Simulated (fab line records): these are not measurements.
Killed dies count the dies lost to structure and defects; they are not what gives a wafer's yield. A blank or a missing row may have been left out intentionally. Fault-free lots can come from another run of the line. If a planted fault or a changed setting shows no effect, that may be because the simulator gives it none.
Which tool did it? | flow nandHarc | 43 wafers from 15 lots sampled at 5 of the route's 1302 steps

== WHAT EACH GAUGE READ, for each wafer ==
NHARC_A_ONON_D1_THK_MEAS_21: measures by ellipsometry.
lot  | measured     | on           | thkNm (nm)
L781 | day 8 06:43  | filmMetro-01 | 1006 1005 1005
L782 | day 8 18:23  | filmMetro-02 | 1015 1017 1015
L783 | day 9 04:26  | filmMetro-01 | 981 981 982
L784 | day 9 04:26  | filmMetro-01 | 1014 1012 1013
L785 | day 9 15:05  | filmMetro-02 | 985 988 985
L786 | day 10 06:49 | filmMetro-01 | 991 992 992
L787 | day 10 06:47 | filmMetro-02 | 990 989 992
L788 | day 10 22:04 | filmMetro-02 | 996 996 997
L790 | day 11 17:25 | filmMetro-01 | 1000 1000 1000
L796 | day 14 13:13 | filmMetro-02 | 348 983
L798 | day 15 00:08 | filmMetro-01 | 346 983
L799 | day 15 19:00 | filmMetro-01 | 1010 375 1010
L800 | day 16 02:24 | filmMetro-02 | 1001 1002 1003
L801 | day 16 14:43 | filmMetro-01 | 984 984 985
L804 | day 17 15:51 | filmMetro-02 | 991 993 990

NHARC_END_SORT_01.
lot  | measured     | on        | killedAtArray | killedAtOther | killedAtPeriphery | killedDies | killedOpen | killedShort
L796 | day 30 11:17 | prober-02 | 670 82        | 1 0           | 6 3               | 677 85     | 5 5        | 4 3
L798 | day 30 11:58 | prober-01 | 675 79        | 0 0           | 2 1               | 677 80     | 3 3        | 0 4
L799 | day 31 13:04 | prober-01 | 55 672 46     | 0 0 0         | 5 5 11            | 60 677 57  | 1 4 2      | 1 0 1

== EACH LOT AND THE TOOL THAT RAN IT (in order: tool; ch and the chambers of the sampled wafers; start) ==
lot  | NHARC_P_BONDPAD_PRE_CLEAN_26           | NHARC_P_BONDPAD_PVD_27                 | NHARC_A_ONON_D1_DEP_19
L781 | pvdSputter-02, day 8 06:16 or earlier  | pvdSputter-02, day 8 06:16 or earlier  | pecvdOnon-04 ch 0, day 8 06:16
L782 | pvdSputter-03, day 8 17:53 or earlier  | pvdSputter-03, day 8 17:53 or earlier  | pecvdOnon-01 ch 0, day 8 17:53
L783 | pvdSputter-02, day 9 03:56 or earlier  | pvdSputter-02, day 9 03:56 or earlier  | pecvdOnon-04 ch 0, day 9 03:56
L784 | pvdSputter-01, day 9 03:56 or earlier  | pvdSputter-01, day 9 03:56 or earlier  | pecvdOnon-03 ch 0, day 9 03:56
L785 | pvdSputter-01, day 9 14:45 or earlier  | pvdSputter-01, day 9 14:45 or earlier  | pecvdOnon-03 ch 0, day 9 14:45
L786 | pvdSputter-02, day 10 06:19 or earlier | pvdSputter-02, day 10 06:19 or earlier | pecvdOnon-04 ch 0, day 10 06:19
L787 | pvdSputter-02, day 10 06:24 or earlier | pvdSputter-02, day 10 06:24 or earlier | pecvdOnon-03 ch 0, day 10 06:24
L788 | pvdSputter-01, day 10 21:37 or earlier | pvdSputter-01, day 10 21:37 or earlier | pecvdOnon-04 ch 0, day 10 21:37
L790 | pvdSputter-03, day 11 16:58 or earlier | pvdSputter-03, day 11 16:58 or earlier | pecvdOnon-04 ch 0, day 11 16:58
L796 | pvdSputter-03, day 14 12:46 or earlier | pvdSputter-03, day 14 12:46 or earlier | pecvdOnon-04 ch 0, day 14 12:46
L798 | pvdSputter-02, day 14 23:44 or earlier | pvdSputter-02, day 14 23:44 or earlier | pecvdOnon-04 ch 0, day 14 23:44
L799 | pvdSputter-01, day 15 18:29 or earlier | pvdSputter-01, day 15 18:29 or earlier | pecvdOnon-04 ch 0, day 15 18:29
L800 | pvdSputter-01, day 16 01:53 or earlier | pvdSputter-01, day 16 01:53 or earlier | pecvdOnon-01 ch 0, day 16 01:53
L801 | pvdSputter-01, day 16 14:16 or earlier | pvdSputter-01, day 16 14:16 or earlier | pecvdOnon-01 ch 0, day 16 14:16
L804 | pvdSputter-01, day 17 15:21 or earlier | pvdSputter-01, day 17 15:21 or earlier | pecvdOnon-03 ch 0, day 17 15:21
- NHARC_P_BONDPAD_PRE_CLEAN_26: time 30 s.
- NHARC_P_BONDPAD_PVD_27: deposits Cu, target thk 30 nm, time 20.49 s.
- NHARC_A_ONON_D1_DEP_19: target thk 1000 nm.

== WHAT THE TOOLS THEMSELVES READ (means of the sampled wafers that have a number; where no wafer has one, the mark that the record gives instead) ==
NHARC_P_BONDPAD_PRE_CLEAN_26.
lot  | tool          | heaterPowerW (W)
L781 | pvdSputter-02 | 369
L782 | pvdSputter-03 | 441
L783 | pvdSputter-02 | 384
L784 | pvdSputter-01 | 406
L785 | pvdSputter-01 | 419
L786 | pvdSputter-02 | 363
L787 | pvdSputter-02 | 394
L788 | pvdSputter-01 | 399
L790 | pvdSputter-03 | 435
L796 | pvdSputter-03 | 476
L798 | pvdSputter-02 | 356
L799 | pvdSputter-01 | 404
L800 | pvdSputter-01 | 405
L801 | pvdSputter-01 | 405
L804 | pvdSputter-01 | 414

NHARC_P_BONDPAD_PVD_27.
lot  | tool          | throttleValvePct (%)
L781 | pvdSputter-02 | 30.6
L782 | pvdSputter-03 | 29.5
L783 | pvdSputter-02 | 29.0
L784 | pvdSputter-01 | 29.9
L785 | pvdSputter-01 | 30.1
L786 | pvdSputter-02 | 28.3
L787 | pvdSputter-02 | 29.9
L788 | pvdSputter-01 | 30.3
L790 | pvdSputter-03 | 28.8
L796 | pvdSputter-03 | 29.2
L798 | pvdSputter-02 | 29.6
L799 | pvdSputter-01 | 30.8
L800 | pvdSputter-01 | 30.6
L801 | pvdSputter-01 | 30.6
L804 | pvdSputter-01 | 30.4

== THE ANSWER, worked out from the rows above alone ==
Rule: the usual values come from the lots themselves. The widest of any qualifying gaps counts: lots, ordered by their means at a reading, are off when they make up no more than a third of the lots, leave a main group of 4 or more, and stand apart from it by 3 or more times the standard deviation of that group's means. Not used: any main group whose means are identical at the precision the tables above print for the reading. Also off: a lot with no number at a reading for which 4 or more lots have one. The other lots that the step has rows for count as sound. First the gauges in route order, then the tools' own readings, where a lot's mean is used as printed above. The first step at which some lot is off is used, and at that step the reading that is off furthest; a lot without a number counts as furthest.
Off: L796, L798, L799, at NHARC_A_ONON_D1_THK_MEAS_21 (thkNm). The main group has a mean of 996 nm with a standard deviation of 11.
If a tool, at a process step before that reading, ran all the lots that are off and no sound lot after the first of them, it fits. The gauges at NHARC_A_ONON_D1_THK_MEAS_21 are tried like those tools. NHARC_P_BONDPAD_PRE_CLEAN_26 gives no start for some lots, so the hours and the order of its lots are those of NHARC_A_ONON_D1_DEP_19. NHARC_P_BONDPAD_PVD_27 gives no start for some lots, so the hours and the order of its lots are those of NHARC_A_ONON_D1_DEP_19. One candidate fits, namely pecvdOnon-04 at NHARC_A_ONON_D1_DEP_19. A fault onset in the window from L790 (day 11 16:58, its last sound lot) to L796 (day 14 12:46, its first lot off) fits.

== WHAT THE SIMULATOR PUT IN ==
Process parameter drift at NHARC_A_ONON_D1_DEP_19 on pecvdOnon-04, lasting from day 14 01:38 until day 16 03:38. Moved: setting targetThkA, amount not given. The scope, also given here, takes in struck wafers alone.
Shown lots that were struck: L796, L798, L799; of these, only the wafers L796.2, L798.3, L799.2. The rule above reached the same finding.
